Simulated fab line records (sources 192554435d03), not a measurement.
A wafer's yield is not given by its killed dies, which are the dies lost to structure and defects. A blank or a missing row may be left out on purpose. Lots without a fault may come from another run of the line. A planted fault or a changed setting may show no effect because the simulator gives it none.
Comparing a struck lot with a sound one ; flow n5 finfet ; 34 steps out of a route of 1938
Sound: the wafers L473.1, L473.3, L473.4. Wafers struck: L462.1, L462.2, L462.5. The cause is named last.
Per side, at each step with rows, come the tool, then ch with its chambers, and then its first start. Under that, the readings that differ: sound wafers ; struck wafers ; difference of the means ; sigmas: that difference in standard deviations of wafers without a fault.
alike: readings with means less than 2 such deviations apart, plus words and numbers identical on both sides. not compared: withheld readings, readings lacking a value on some wafer, bounds such as >300 that could conceal the same value, and numbers that have no deviation in the record and whose values overlap.
A row with sigmas, a row that says differs or no value, or rows on one side alone: a step with any of these is where the two part. When numbers do not overlap yet have no deviation, they are printed without sigmas and do not part them. A reading that every wafer of one side lacks parts them only if that side has two wafers or more.

first, 8 steps without rows for these wafers: N5_BEOL_M10_SPUTTER_48 (material Cu, target thk 12 nm, time 2 s); N5_BEOL_M10_ECD_50 (material Cu, target thk 318 nm); N5_BEOL_M10_ANNEAL_51 (time 90 s); N5_BEOL_M10_CMP_52 (polishes, stops on SiCOH lowk, t overpolish 7 s, target thk 140 nm); N5_BEOL_M10_PRE_CLEAN_55 (time 15 s); N5_BEOL_M10_DEP_56 (deposits SiCN from 3MS/NH3, target thk 15 nm, time 26.5 s); N5_BEOL_M11_ILD_DEP_00 (deposits SiCOH lowk from DEMS/porogen, target thk 308.51 nm, time 58 s); N5_BEOL_M11_CURE_71 (cures SiCOH lowk, time 240 s).
N5_BEOL_M11_PECVD_70: deposits SiO2 from TEOS/O2, target thk 20 nm, time 22.7 s.
  sound on pecvd-03 ch 0,1, day 17 07:33; struck on pecvd-02 ch 0,1,2, day 13 21:17
reading;sound;struck;difference;sigmas
susceptor temp C (C);400.19 399.70 400.09;404.00 404.06 404.12;+4.07;+18
model.SiO2_of_BEOL_M11_PECVD_70.thk nm (nm);20 20.6 20.6;19.6 19.4 19.8;-0.8;
  alike: heater power w, showerhead plenum p Torr, showerhead vpp V, throttle valve pct
then, 24 steps without rows for these wafers: N5_BEOL_M11_HM_DEP_02 (deposits TiN, target thk 20 nm); N5_BEOL_M11_COAT_59 (time 60 s, resist thk 100 nm); N5_BEOL_M11_COAT_60 (time 60 s, resist thk 30 nm); N5_BEOL_M11_COAT_05 (resist thk 90 nm); N5_BEOL_M11_EBR_07; N5_BEOL_M11_SOFTBAKE_06 (time 60 s); N5_BEOL_M11_EXPOSE_08 (exposes mask M11); N5_BEOL_M11_PEB_09 (peb time 60 s); N5_BEOL_M11_DEVELOP_10 (develop time 30 s); N5_BEOL_M11_DESCUM_16 (chemistry O2, time 7.9 s); N5_BEOL_M11_ETCH_61 (etches SiARC in CF4, target depth 39 nm, time 65 s); N5_BEOL_M11_ETCH_62 (etches SOC in N2/H2, target depth 110 nm, overetch 22 nm, time 165 s); N5_BEOL_M11_STRIP_68 (strips in N2/H2); N5_BEOL_M11_STRIP_67 (strips in CF4); N5_BEOL_M11_HM_OPEN_17 (chemistry Cl2/BCl3, target TiN, target depth 20 nm, overetch 6 nm); N5_BEOL_M11_STRIP_19 (strips in O2); N5_BEOL_M11_COAT_63 (time 60 s, resist thk 100 nm); N5_BEOL_M11_COAT_64 (time 60 s, resist thk 30 nm); N5_BEOL_M11_COAT_22 (resist thk 90 nm); N5_BEOL_M11_EBR_24; N5_BEOL_M11_SOFTBAKE_23 (time 60 s); N5_BEOL_M11_EXPOSE_25 (exposes mask V10); N5_BEOL_M11_PEB_26 (peb time 60 s); N5_BEOL_M11_DEVELOP_27 (develop time 30 s).
N5_BEOL_M11_HM_STRIP_39: strips TiN in peroxide tin strip, target depth 25 nm, time 158 s.
  sound on wet bench-03 ch 0,1,3, day 17 12:35; struck on wet bench-05 ch 1,5,7, day 14 03:29
reading;sound;struck;difference;sigmas
model.SiO2_of_BEOL_M11_PECVD_70.thk nm (nm);19.8 20.4 20.4;19.6 19.2 19.6;-0.7;

WHERE THEY PART
Within this record, at N5_BEOL_M11_PECVD_70 only.

WHY: the cause the simulator had injected
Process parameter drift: pecvd-02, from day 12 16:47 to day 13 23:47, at N5_BEOL_M11_PECVD_70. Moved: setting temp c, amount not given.
